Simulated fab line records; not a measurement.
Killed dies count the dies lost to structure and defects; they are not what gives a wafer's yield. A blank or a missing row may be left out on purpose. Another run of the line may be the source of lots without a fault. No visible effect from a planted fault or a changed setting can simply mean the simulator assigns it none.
Chamber matching :: flow n5_finfet :: N5_BEOL_M5_PRE_CLEAN_77 on cvd_co-01 has 3 sister chambers
The step time 15 s. 3 wafers are shown with their chamber, then 12 later ones without.

## EACH WAFER AND ITS CHAMBER
wafer: L087.1
chamber: 1
heater_power_w (W): 78

wafer: L087.3
chamber: 0
heater_power_w (W): 84

wafer: L087.5
chamber: 2
heater_power_w (W): 89

## WAFERS MISSING THEIR CHAMBER
wafer: L090.1
heater_power_w (W): 89

wafer: L090.3
heater_power_w (W): 79

wafer: L090.4
heater_power_w (W): 90

wafer: L091.3
heater_power_w (W): 78

wafer: L091.4
heater_power_w (W): 76

wafer: L091.5
heater_power_w (W): 88

wafer: L093.1
heater_power_w (W): 89

wafer: L093.4
heater_power_w (W): 88

wafer: L093.5
heater_power_w (W): 86

wafer: L094.1
heater_power_w (W): 85

wafer: L094.2
heater_power_w (W): 78

wafer: L094.4
heater_power_w (W): 87

## WHICH CHAMBER EACH WENT THROUGH
wafer: L090.1
from the rows above: 2
in truth: 2

wafer: L090.3
from the rows above: 1
in truth: 1

wafer: L090.4
from the rows above: 2
in truth: 2

wafer: L091.3
from the rows above: 1
in truth: 1

wafer: L091.4
from the rows above: 1
in truth: 1

wafer: L091.5
from the rows above: 2
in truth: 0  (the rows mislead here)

wafer: L093.1
from the rows above: 2
in truth: 2

wafer: L093.4
from the rows above: 2
in truth: 2

wafer: L093.5
from the rows above: can't be placed: 0 or 2
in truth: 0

wafer: L094.1
from the rows above: 0
in truth: 0

wafer: L094.2
from the rows above: 1
in truth: 1

wafer: L094.4
from the rows above: can't be placed: 2 or 0
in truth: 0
Placed correctly: 9 of 12. These rows do not allow placing 2 (true chamber among the candidates in 2). Wrongly placed: 1.
How it was worked out, from the rows above alone: a wafer's distance from a chamber is the root of the sum, over the readings, of the square of ((its reading less the chamber's mean) divided by the reading's scatter). If the next closest chamber is less than 2 further off than the closest, the wafer can't be placed; otherwise it belongs to the closest. For every chamber, the mean is computed from those of its wafers that are shown. The scatter: root of mean squared gap, hidden wafer to nearest shown wafer, with one shown wafer a chamber.
